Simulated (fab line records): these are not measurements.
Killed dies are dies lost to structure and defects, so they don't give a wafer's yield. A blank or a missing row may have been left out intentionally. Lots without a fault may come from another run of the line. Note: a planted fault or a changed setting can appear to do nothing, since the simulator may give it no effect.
fab line records	flow n5_finfet	part 1 of 2: steps 1 to 4 of 6
record lots=24	wafers=72	last_day=18
route steps=1938 shown GATE_CUT@507 MOL_CONTACT_COAG@529
lots that met no fault: taken from a fault-free run of the same line
start_h: the number of hours between the record's first day and the start of the first shown wafer of the lot	wait_h: how many hours have passed since the lot's step before this one	" same as the row above	L1.1+2: a row that stands for several wafers	- value missing, or start not given	* or withheld: withheld	< > ~ a bound
route shown NAME@n: NAME is a module with steps in the file, n the number in the route of the first one	usual: mean and standard deviation over wafers with no fault	same: alike in all rows	chamber/n: place in a boat	sites: the reading at each site	_std_site: their standard deviation	_edge_site: outer sites' mean less inner sites'	radius_mm: how far each site lies from the wafer's centre	mask NAME#n: copy n	behind: the tool/chamber that last shaped the wafer	hold: the reason the lot was held/the length of the hold in hours/how it ended	device: transistor that didn't switch, given as n, p or np	end of line: at the end of the route, the tests of the same wafers	where a step has no rows: the recipe by itself	killed: at the first sort, the dies lost to defects and structure; wafer yield is something else	map: dies across one wafer; x = killed, . = not, _ = none there
set.NAME: the setting the step ran with; set.NAME@STEP: the setting that earlier step ran with	model.NAME: the simulator's own value behind a step, which no gauge read
route steps across a sampled set of lots; one table per step, one row per wafer
services: when a tool's chamber went out of use (start_h, in hours from the record's first day, below 0 if earlier), for how many hours, and the reason
## steps
# step N5_GATE_CUT_STRIP_21
# recipe chemistry=N2/H2	time_s=30	power_w=1000	temp_c=250	pressure_mtorr=withheld	n2_flow_sccm=1750	h2_flow_sccm=3250
# usual drypump_motor_current_A=5.5/0.46	heater_power_w=327/27
# same time_s=30
lot.wafer	tool	chamber	start_h	wait_h	drypump_motor_current_A	heater_power_w	rf_hours_counter_h
L074.1	plasma_asher-01	1	82.87	0.0	5.0	347	95
L074.3	"	1	"	"	5.0	365	-
L074.5	"	0	"	"	6.2	284	-
L075.3	plasma_asher-01	0	92.59	0.2	6.1	283	-
L075.4	"	1	"	"	4.9	354	-
L075.6	"	0	"	"	6.2	289	-
L076.1	plasma_asher-01	1	101.62	0.0	4.9	357	100
L076.3	"	1	"	"	5.0	351	-
L076.6	"	0	"	"	6.2	286	-
L077.1	plasma_asher-02	1	108.71	0.0	5.6	333	39
L077.3	"	1	"	"	5.6	334	-
L077.5	"	1	"	"	5.6	338	-
L078.2	plasma_asher-01	1	117.19	0.0	5.0	359	104
L078.4	"	1	"	"	4.9	351	-
L078.5	"	1	"	"	4.9	356	-
L079.3	plasma_asher-01	1	118.88	0.1	5.0	358	-
L079.4	"	0	"	"	6.2	287	-
L079.6	"	1	"	"	4.9	350	-
L080.1	plasma_asher-02	0	123.27	0.1	5.5	326	42
L080.2	"	1	"	"	5.6	339	42
L080.6	"	1	"	"	5.6	344	-
L081.2	plasma_asher-01	0	138.66	0.0	6.2	287	108
L081.4	"	0	"	"	6.2	288	-
L081.5	"	1	"	"	4.9	354	-
L082.2	plasma_asher-01	0	139.25	0.0	6.2	288	108
L082.4	"	0	"	"	6.1	286	-
L082.6	"	0	"	"	6.2	287	-
L083.2	plasma_asher-02	0	142.35	0.0	5.5	333	47
L083.4	"	0	"	"	5.5	331	-
L083.5	"	0	"	"	5.5	328	-
L084.1	plasma_asher-02	0	145.04	0.0	5.5	340	47
L084.3	"	0	"	"	5.5	340	-
L084.4	"	1	"	"	5.6	336	-
L085.3	plasma_asher-02	1	158.24	0.1	5.6	342	-
L085.5	"	0	"	"	5.5	325	-
L085.6	"	1	"	"	5.6	342	-
L086.1	plasma_asher-02	0	166.24	0.1	5.5	319	52
L086.2	"	1	"	"	5.6	332	52
L086.5	"	1	"	"	5.6	339	-
L087.2	plasma_asher-02	0	170.43	0.1	5.4	326	53
L087.4	"	0	"	"	5.5	325	-
L087.6	"	1	"	"	5.6	339	-
L088.2	plasma_asher-02	1	176.00	0.0	5.6	337	54
L088.3	"	0	"	"	5.5	323	-
L088.5	"	0	"	"	5.5	334	-
L089.2	plasma_asher-01	1	178.67	0.0	5.0	363	116
L089.4	"	1	"	"	5.0	353	-
L089.6	"	1	"	"	5.0	356	-
L090.1	plasma_asher-01	1	184.46	0.0	4.9	357	116
L090.5	"	1	"	"	5.0	353	-
L090.6	"	0	"	"	6.2	292	-
L091.2	plasma_asher-01	0	186.53	0.0	6.1	280	117
L091.4	"	0	"	"	6.2	290	-
L091.6	"	0	"	"	6.1	284	-
L092.2	plasma_asher-01	0	194.92	0.0	6.2	289	118
L092.5	"	1	"	"	4.9	364	-
L092.6	"	0	"	"	6.2	289	-
L093.3	plasma_asher-01	0	201.03	0.1	6.2	289	-
L093.4	"	1	"	"	5.0	343	-
L093.5	"	1	"	"	5.0	361	-
L094.4	plasma_asher-01	0	209.71	0.1	6.2	285	-
L094.5	"	1	"	"	4.9	355	-
L094.6	"	0	"	"	6.2	285	-
L095.1	plasma_asher-02	1	211.58	0.0	5.6	337	61
L095.5	"	1	"	"	5.6	341	-
L095.6	"	0	"	"	5.5	332	-
L097.1	plasma_asher-01	1	225.68	0.1	4.9	357	123
L097.4	"	0	"	"	6.2	289	-
L097.5	"	1	"	"	4.9	359	-
L096.1	plasma_asher-02	0	226.16	0.0	5.4	321	64
L096.2	"	1	"	"	5.6	344	64
L096.3	"	1	"	"	5.6	346	-
# step N5_GATE_CUT_CMP_43
# recipe material=SiO2	post_cmp_clean=rinse_only
# usual motor_current_A=12.0/1.2	slurry_filter_dp_kPa=13.51/0.11
lot.wafer	tool	chamber	start_h	wait_h	motor_current_A	slurry_filter_dp_kPa
L074.3	cmp-03	1	84.92	0.1	12.1	13.48
L074.1	"	2	"	"	11.5	13.58
L074.5	"	1	"	"	12.2	13.67
L075.3	cmp-03	0	98.23	0.0	13.2	13.62
L075.4	"	3	"	"	12.1	13.58
L075.6	"	1	"	"	12.6	13.36
L076.3	cmp-02	2	105.29	0.0	12.4	13.51
L076.1	"	3	"	"	11.3	13.43
L076.6	"	3	"	"	10.5	13.39
L077.1	cmp-02	0	110.68	0.0	11.7	13.66
L077.3	"	1	"	"	10.9	13.31
L077.5	"	1	"	"	11.3	13.38
L078.2	cmp-01	3	119.16	0.0	11.5	13.44
L078.4	"	1	"	"	14.7	13.55
L078.5	"	0	"	"	11.0	13.55
L079.3	cmp-01	3	120.83	0.0	11.3	13.40
L079.4	"	1	"	"	14.4	13.57
L079.6	"	0	"	"	11.0	13.43
L080.2	cmp-03	0	125.51	0.2	13.3	13.47
L080.1	"	1	"	"	12.3	13.40
L080.6	"	3	"	"	11.8	13.36
L081.4	cmp-02	3	140.63	0.0	10.9	13.49
L081.2	"	2	"	"	13.3	13.46
L081.5	"	0	"	"	11.5	13.48
L082.4	cmp-02	1	141.49	0.0	11.3	13.44
L082.2	"	3	"	"	10.7	13.48
L082.6	"	1	"	"	11.8	13.49
L083.2	cmp-02	2	144.47	0.2	13.2	13.45
L083.4	"	3	"	"	10.8	13.42
L083.5	"	0	"	"	11.2	13.60
L084.4	cmp-02	0	147.01	0.0	11.6	13.54
L084.1	"	1	"	"	11.8	13.57
L084.3	"	2	"	"	12.7	13.35
L085.3	cmp-03	2	160.35	0.2	11.8	13.46
L085.6	"	0	"	"	13.4	13.38
L085.5	"	1	"	"	12.2	13.45
L086.2	cmp-01	0	169.88	0.0	10.5	13.47
L086.1	"	2	"	"	12.4	13.61
L086.5	"	1	"	"	14.7	13.47
L087.4	cmp-02	1	172.48	0.1	11.6	13.43
L087.2	"	3	"	"	10.8	13.35
L087.6	"	1	"	"	11.7	13.55
L088.3	cmp-01	2	178.05	0.1	12.6	13.61
L088.2	"	3	"	"	11.9	13.40
L088.5	"	2	"	"	12.0	13.81
L089.4	cmp-01	0	180.74	0.0	10.9	13.56
L089.2	"	3	"	"	11.1	13.49
L089.6	"	1	"	"	15.2	13.43
L090.1	cmp-02	1	187.28	0.3	11.7	13.63
L090.5	"	2	"	"	13.2	13.44
L090.6	"	3	"	"	10.1	13.55
L091.4	cmp-02	2	188.60	0.1	13.1	13.62
L091.2	"	3	"	"	10.8	13.45
L091.6	"	3	"	"	10.5	13.31
L092.2	cmp-03	3	196.89	0.0	11.6	13.66
L092.5	"	3	"	"	11.9	13.74
L092.6	"	0	"	"	13.7	13.55
L093.4	cmp-02	3	202.98	0.0	10.9	13.44
L093.3	"	0	"	"	11.2	13.60
L093.5	"	0	"	"	11.2	13.58
L094.4	cmp-01	2	211.77	0.0	12.1	13.40
L094.5	"	2	"	"	12.5	13.42
L094.6	"	3	"	"	11.3	13.64
L095.1	cmp-01	3	213.72	0.1	10.9	13.62
L095.5	"	2	"	"	12.4	13.48
L095.6	"	3	"	"	11.3	13.44
L097.1	cmp-01	0	227.72	0.1	11.3	13.46
L097.4	"	2	"	"	12.2	13.29
L097.5	"	3	"	"	11.1	13.52
L096.3	cmp-02	2	228.19	0.1	13.0	13.52
L096.2	"	0	"	"	11.0	13.66
L096.1	"	1	"	"	10.7	13.28
# step N5_MOL_CONTACT_COAG_DESCUM_13
# recipe chemistry=O2	time_s=7	source_power_w=50	bias_power_w=20	pressure_mtorr=20	rf_frequency_hz=2.712e+07	temp_c=40	resist=CAR-EUV	o2_flow_sccm=225
# usual drypump_motor_current_A=5.7/0.34	oes_product_au=0.80/0.093	rf_vpp_V=243.3/1.4	showerhead_plenum_p_Torr=2.10/0.082	throttle_valve_pct=20.45/0.19
# same time_s=7
lot.wafer	tool	chamber	start_h	wait_h	drypump_motor_current_A	oes_product_au	rf_hours_counter_h	rf_vpp_V	showerhead_plenum_p_Torr	throttle_valve_pct
L074.1	rie_diel-01	1	86.22	0.2	5.9	0.84	71	244.0	2.24	20.37
L074.3	"	2	"	"	6.2	0.70	235	243.3	2.13	20.48
L074.5	"	1	"	"	5.9	0.84	-	245.6	2.24	20.38
L075.3	rie_diel-03	3	99.37	0.0	5.6	0.88	33	243.9	2.13	20.26
L075.4	"	0	"	"	5.6	0.73	163	244.9	2.17	20.78
L075.6	"	0	"	"	5.6	0.74	-	245.0	2.17	20.78
L076.1	rie_diel-03	0	107.35	1.0	5.5	0.73	165	242.1	2.17	20.78
L076.3	"	3	"	"	5.7	0.88	35	244.7	2.13	20.25
L076.6	"	0	"	"	5.5	0.72	-	243.1	2.17	20.79
L077.1	rie_diel-01	2	111.82	0.0	6.2	0.69	243	243.5	2.13	20.49
L077.3	"	3	"	"	5.1	0.66	237	241.9	1.97	20.58
L077.5	"	2	"	"	6.2	0.70	-	244.2	2.13	20.49
L078.2	rie_diel-05	1	120.42	0.0	5.8	0.92	32	243.0	2.16	20.24
L078.4	"	0	"	"	5.8	0.76	-	242.1	2.06	20.20
L078.5	"	2	"	"	5.8	0.96	-	242.8	2.04	20.61
L079.3	rie_diel-01	2	121.96	0.0	6.2	0.69	245	243.0	2.13	20.49
L079.4	"	0	"	"	6.2	0.80	96	243.8	2.09	20.35
L079.6	"	0	"	"	6.2	0.81	-	243.8	2.09	20.34
L080.1	rie_diel-01	2	126.61	0.0	6.2	0.69	247	245.2	2.13	20.50
L080.2	"	3	"	"	5.1	0.66	240	240.0	1.97	20.59
L080.6	"	1	"	"	5.9	0.83	-	244.6	2.23	20.41
L081.2	rie_diel-05	0	141.89	0.0	5.8	0.75	178	242.6	2.06	20.21
L081.4	"	2	"	"	5.8	0.93	15	242.0	2.04	20.63
L081.5	"	0	"	"	5.8	0.75	-	242.9	2.06	20.20
L082.2	rie_diel-01	0	142.91	0.3	6.2	0.80	104	245.4	2.09	20.38
L082.4	"	1	"	"	5.9	0.81	-	245.0	2.23	20.43
L082.6	"	0	"	"	6.2	0.80	-	244.1	2.09	20.38
L083.2	rie_diel-03	1	145.84	0.4	5.4	0.72	200	241.1	1.98	20.56
L083.4	"	1	"	"	5.4	0.71	-	242.1	1.98	20.56
L083.5	"	0	"	"	5.5	0.70	-	244.5	2.17	20.81
L084.1	rie_diel-03	1	148.50	0.4	5.4	0.72	201	242.0	1.98	20.56
L084.3	"	0	"	"	5.5	0.72	180	243.6	2.17	20.81
L084.4	"	0	"	"	5.6	0.71	-	244.6	2.17	20.81
L085.3	rie_diel-03	0	161.62	0.3	5.5	0.71	188	243.4	2.16	20.83
L085.5	"	1	"	"	5.4	0.72	-	240.5	1.98	20.55
L085.6	"	0	"	"	5.5	0.71	-	243.8	2.16	20.83
L086.1	rie_diel-05	2	171.06	0.1	5.8	0.93	20	242.9	2.04	20.63
L086.2	"	3	"	"	5.3	0.94	9	243.3	2.03	20.53
L086.5	"	2	"	"	5.8	0.92	-	243.7	2.04	20.64
L087.2	rie_diel-05	2	173.66	0.0	5.9	0.93	21	243.3	2.04	20.61
L087.4	"	1	"	"	5.8	0.89	48	244.2	2.15	20.26
L087.6	"	3	"	"	5.3	0.95	-	243.1	2.03	20.53
L088.2	rie_diel-03	1	179.14	0.0	5.4	0.71	215	242.2	1.97	20.58
L088.3	"	3	"	"	5.6	0.83	64	243.0	2.12	20.32
L088.5	"	1	"	"	5.4	0.71	-	242.4	1.97	20.59
L089.2	rie_diel-01	2	182.36	0.4	6.2	0.96	17	244.1	2.12	20.26
L089.4	"	1	"	"	5.9	0.78	113	242.9	2.22	20.46
L089.6	"	2	"	"	6.2	0.95	-	243.8	2.12	20.28
L090.1	rie_diel-01	1	189.93	1.7	5.9	0.79	116	245.3	2.22	20.45
L090.5	"	0	"	"	6.2	0.77	-	243.9	2.08	20.41
L090.6	"	1	"	"	5.9	0.78	-	245.4	2.22	20.44
L091.2	rie_diel-03	3	190.67	0.8	5.6	0.84	68	242.9	2.12	20.32
L091.4	"	0	"	"	5.5	0.70	200	243.7	2.16	20.83
L091.6	"	1	"	"	5.4	0.71	-	242.3	1.97	20.58
L092.2	rie_diel-03	1	198.15	0.0	5.4	0.71	223	241.1	1.97	20.58
L092.5	"	1	"	"	5.4	0.71	-	240.3	1.97	20.59
L092.6	"	0	"	"	5.5	0.70	-	243.6	2.16	20.84
L093.3	rie_diel-01	0	204.24	0.0	6.2	0.76	138	244.9	2.08	20.41
L093.4	"	2	"	"	6.2	0.94	-	245.9	2.12	20.28
L093.5	"	0	"	"	6.2	0.77	-	243.1	2.08	20.42
L094.4	rie_diel-01	0	213.62	0.6	6.2	0.77	140	244.5	2.08	20.44
L094.5	"	0	"	"	6.2	0.77	-	243.1	2.08	20.42
L094.6	"	3	"	"	5.1	0.93	-	245.9	2.22	20.13
L095.1	rie_diel-05	0	214.78	0.0	5.8	0.75	193	242.9	2.05	20.23
L095.5	"	1	"	"	5.8	0.87	-	243.4	2.15	20.28
L095.6	"	2	"	"	5.9	0.92	-	243.8	2.04	20.64
L097.1	rie_diel-01	2	228.78	0.0	6.2	0.92	35	243.5	2.11	20.29
L097.4	"	1	"	"	5.9	0.78	128	244.1	2.21	20.47
L097.5	"	1	"	"	5.9	0.76	-	243.4	2.21	20.48
L096.1	rie_diel-03	0	229.32	0.0	5.6	0.69	213	246.0	2.15	20.88
L096.2	"	3	"	"	5.6	0.81	83	244.6	2.11	20.33
L096.3	"	2	"	"	5.7	0.73	185	241.6	1.99	20.39
# step N5_MOL_CONTACT_COAG_ETCH_59
# recipe chemistry=N2/H2	target=underlayer	target_depth_a=130	mask_material=CAR-EUV	time_s=10.4	ion_energy_ev=200	pressure_mtorr=30	source_w=840	bias_w=150	n2_flow_sccm=200	h2_flow_sccm=200	ends=cleared
# usual drypump_motor_current_A=5.7/0.34	etch_rf_on_time_s=10.1/0.34	oes_product_au=0.69/0.082	rf_vpp_V=524.1/2.6	showerhead_plenum_p_Torr=2.54/0.093	throttle_valve_pct=17.85/0.25
lot.wafer	tool	chamber	start_h	wait_h	drypump_motor_current_A	etch_rf_on_time_s	oes_product_au	rf_hours_counter_h	rf_vpp_V	showerhead_plenum_p_Torr	throttle_valve_pct
L074.1	rie_diel-01	1	86.25	0.0	5.9	10.6	0.71	71	527.2	2.68	17.57
L074.3	"	2	"	"	6.2	10.8	0.59	235	525.7	2.60	18.00
L074.5	"	1	"	"	5.9	10.7	0.70	-	527.7	2.68	17.58
L075.3	rie_diel-03	3	99.40	0.0	5.6	9.6	0.79	33	526.3	2.59	17.65
L075.4	"	0	"	"	5.5	9.9	0.63	163	526.5	2.63	18.17
L075.6	"	0	"	"	5.5	9.9	0.63	-	525.9	2.63	18.17
L076.1	rie_diel-03	0	107.38	0.0	5.6	10.1	0.62	165	527.0	2.63	18.18
L076.3	"	3	"	"	5.6	9.6	0.78	35	524.6	2.59	17.64
L076.6	"	0	"	"	5.6	10.1	0.62	-	527.7	2.63	18.18
L077.1	rie_diel-01	2	111.86	0.0	6.2	10.8	0.59	243	525.3	2.59	18.00
L077.3	"	3	"	"	5.2	10.4	0.57	237	519.1	2.40	18.01
L077.5	"	2	"	"	6.2	10.8	0.58	-	526.3	2.59	18.01
L078.2	rie_diel-05	1	120.45	0.0	5.8	10.4	0.76	32	524.5	2.58	17.35
L078.4	"	0	"	"	5.8	10.5	0.65	-	522.4	2.53	17.78
L078.5	"	2	"	"	5.9	9.7	0.86	-	520.5	2.52	18.28
L079.3	rie_diel-01	2	121.99	0.0	6.2	10.8	0.59	245	525.8	2.59	18.02
L079.4	"	0	"	"	6.2	9.9	0.72	96	523.8	2.55	17.77
L079.6	"	0	"	"	6.2	9.8	0.72	-	524.5	2.55	17.78
L080.1	rie_diel-01	2	126.65	0.0	6.2	10.8	0.58	247	525.5	2.59	18.02
L080.2	"	3	"	"	5.1	10.5	0.56	240	520.4	2.39	18.03
L080.6	"	1	"	"	5.9	10.6	0.69	-	526.8	2.67	17.59
L081.2	rie_diel-05	0	141.92	0.0	5.8	10.3	0.65	178	523.2	2.52	17.83
L081.4	"	2	"	"	5.9	9.7	0.83	15	521.8	2.52	18.32
L081.5	"	0	"	"	5.8	10.3	0.64	-	523.3	2.52	17.82
L082.2	rie_diel-01	0	142.95	0.0	6.2	9.8	0.71	104	524.4	2.54	17.81
L082.4	"	1	"	"	5.9	10.5	0.69	-	525.9	2.67	17.59
L082.6	"	0	"	"	6.2	9.8	0.70	-	525.0	2.54	17.79
L083.2	rie_diel-03	1	145.88	0.0	5.4	10.0	0.62	200	520.7	2.38	17.86
L083.4	"	1	"	"	5.4	10.1	0.62	-	519.2	2.38	17.86
L083.5	"	0	"	"	5.5	10.0	0.62	-	526.0	2.62	18.20
L084.1	rie_diel-03	1	148.53	0.0	5.4	9.9	0.62	201	520.2	2.38	17.86
L084.3	"	0	"	"	5.5	9.9	0.62	180	527.2	2.62	18.20
L084.4	"	0	"	"	5.5	10.0	0.62	-	525.2	2.62	18.19
L085.3	rie_diel-03	0	161.65	0.0	5.6	10.0	0.61	188	526.7	2.62	18.22
L085.5	"	1	"	"	5.4	9.9	0.62	-	521.0	2.38	17.89
L085.6	"	0	"	"	5.6	9.9	0.61	-	525.4	2.62	18.22
L086.1	rie_diel-05	2	171.09	0.0	5.8	9.9	0.82	20	522.6	2.51	18.33
L086.2	"	3	"	"	5.3	9.7	0.83	9	520.9	2.48	17.98
L086.5	"	2	"	"	5.9	9.9	0.81	-	522.3	2.51	18.32
L087.2	rie_diel-05	2	173.70	0.0	5.9	9.9	0.80	21	522.1	2.51	18.31
L087.4	"	1	"	"	5.8	10.4	0.74	48	525.5	2.57	17.35
L087.6	"	3	"	"	5.3	9.7	0.83	-	525.1	2.48	17.98
L088.2	rie_diel-03	1	179.18	0.0	5.4	10.1	0.61	215	518.5	2.38	17.88
L088.3	"	3	"	"	5.6	9.7	0.73	64	524.2	2.58	17.68
L088.5	"	1	"	"	5.4	10.0	0.61	-	521.0	2.38	17.88
L089.2	rie_diel-01	2	182.39	0.0	6.2	10.0	0.82	17	526.1	2.58	17.71
L089.4	"	1	"	"	6.0	10.8	0.66	113	529.1	2.66	17.64
L089.6	"	2	"	"	6.2	10.0	0.81	-	524.6	2.58	17.72
L090.1	rie_diel-01	1	189.97	0.0	5.9	10.8	0.66	116	528.7	2.65	17.64
L090.5	"	0	"	"	6.2	10.0	0.69	-	524.5	2.53	17.86
L090.6	"	1	"	"	5.9	10.7	0.66	-	526.0	2.66	17.65
L091.2	rie_diel-03	3	190.70	0.0	5.6	9.7	0.73	68	523.1	2.57	17.68
L091.4	"	0	"	"	5.5	10.0	0.61	200	524.9	2.61	18.22
L091.6	"	1	"	"	5.4	10.2	0.61	-	520.3	2.38	17.91
L092.2	rie_diel-03	1	198.18	0.0	5.4	10.0	0.60	223	521.6	2.37	17.90
L092.5	"	1	"	"	5.4	10.1	0.61	-	520.7	2.37	17.92
L092.6	"	0	"	"	5.5	10.1	0.60	-	526.0	2.61	18.23
L093.3	rie_diel-01	0	204.27	0.0	6.2	10.0	0.68	138	524.1	2.53	17.85
L093.4	"	2	"	"	6.2	9.9	0.79	-	524.0	2.58	17.73
L093.5	"	0	"	"	6.2	10.0	0.67	-	525.5	2.53	17.85
L094.4	rie_diel-01	0	213.66	0.0	6.2	10.0	0.68	140	524.3	2.53	17.86
L094.5	"	0	"	"	6.2	10.0	0.68	-	525.5	2.53	17.86
L094.6	"	3	"	"	5.1	10.3	0.80	-	528.2	2.70	17.57
L095.1	rie_diel-05	0	214.82	0.0	5.8	10.4	0.62	193	523.3	2.52	17.84
L095.5	"	1	"	"	5.8	10.4	0.73	-	524.2	2.57	17.37
L095.6	"	2	"	"	5.9	9.7	0.80	-	522.5	2.51	18.35
L097.1	rie_diel-01	2	228.82	0.0	6.2	10.1	0.78	35	526.4	2.58	17.73
L097.4	"	1	"	"	5.9	10.8	0.64	128	525.9	2.65	17.67
L097.5	"	1	"	"	5.9	10.9	0.64	-	527.6	2.65	17.66
L096.1	rie_diel-03	0	229.36	0.0	5.5	10.1	0.59	213	526.5	2.61	18.26
L096.2	"	3	"	"	5.6	9.7	0.72	83	525.2	2.57	17.75
L096.3	"	2	"	"	5.7	10.3	0.62	185	521.2	2.43	17.98
